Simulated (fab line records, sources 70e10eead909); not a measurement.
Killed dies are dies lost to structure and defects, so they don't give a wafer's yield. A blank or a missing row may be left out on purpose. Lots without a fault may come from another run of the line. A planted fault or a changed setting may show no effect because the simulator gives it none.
Chamber matching | flow nand_harc | NHARC_P_ZERO_WELL_ETCH_65 on rie_diel-06: 4 sister chambers
The step etches the open film in N2/H2, target depth 80 nm, overetch 24 nm, time 87.88 s. 8 wafers are shown with their chamber, then 8 later ones without.

WAFERS WITH THEIR CHAMBER
wafer  | chamber | drypump_motor_current_A (A) | showerhead_plenum_p_Torr (Torr)
L082.2 | 1       | 6.8                         | 1.88
L082.6 | 0       | 5.8                         | 2.14
L091.3 | 2       | 5.2                         | 1.90
L091.5 | 1       | 6.8                         | 2.21
L091.6 | 2       | 5.3                         | 1.90
L092.1 | 0       | 5.7                         | 2.13
L092.5 | 3       | 6.0                         | 2.12
L093.1 | 3       | 6.0                         | 2.12

WAFERS WITHOUT THEIR CHAMBER
wafer  | drypump_motor_current_A (A) | showerhead_plenum_p_Torr (Torr)
L093.4 | 5.2                         | 1.89
L093.6 | 6.8                         | 2.21
L094.1 | 5.3                         | 1.89
L094.2 | 5.8                         | 2.13
L094.5 | 5.3                         | 1.89
L097.1 | 5.2                         | 1.89
L097.3 | 6.8                         | 2.20
L097.6 | 5.8                         | 2.13

WHICH CHAMBER EACH WENT THROUGH
wafer  | from the rows above | in truth
L093.4 | 2                   | 2
L093.6 | 1                   | 1
L094.1 | 2                   | 2
L094.2 | 0                   | 0
L094.5 | 2                   | 2
L097.1 | 2                   | 2
L097.3 | 1                   | 1
L097.6 | 0                   | 0
Placed correctly: 8 of 8. Can't be placed from these rows: 0. Placed wrongly: 0.
How it was worked out, from the rows above alone: a wafer's distance from a chamber is the root of the sum, over the readings, of the square of ((its reading less the chamber's mean) divided by the reading's scatter). The wafer belongs to the nearest chamber; if the next one is less than 2 further off, it can't be placed. A chamber's mean is the mean of its shown wafers. The scatter: the root of (the sum of the squares of (reading less its chamber's mean) over the shown wafers, divided by (wafers less chambers)).
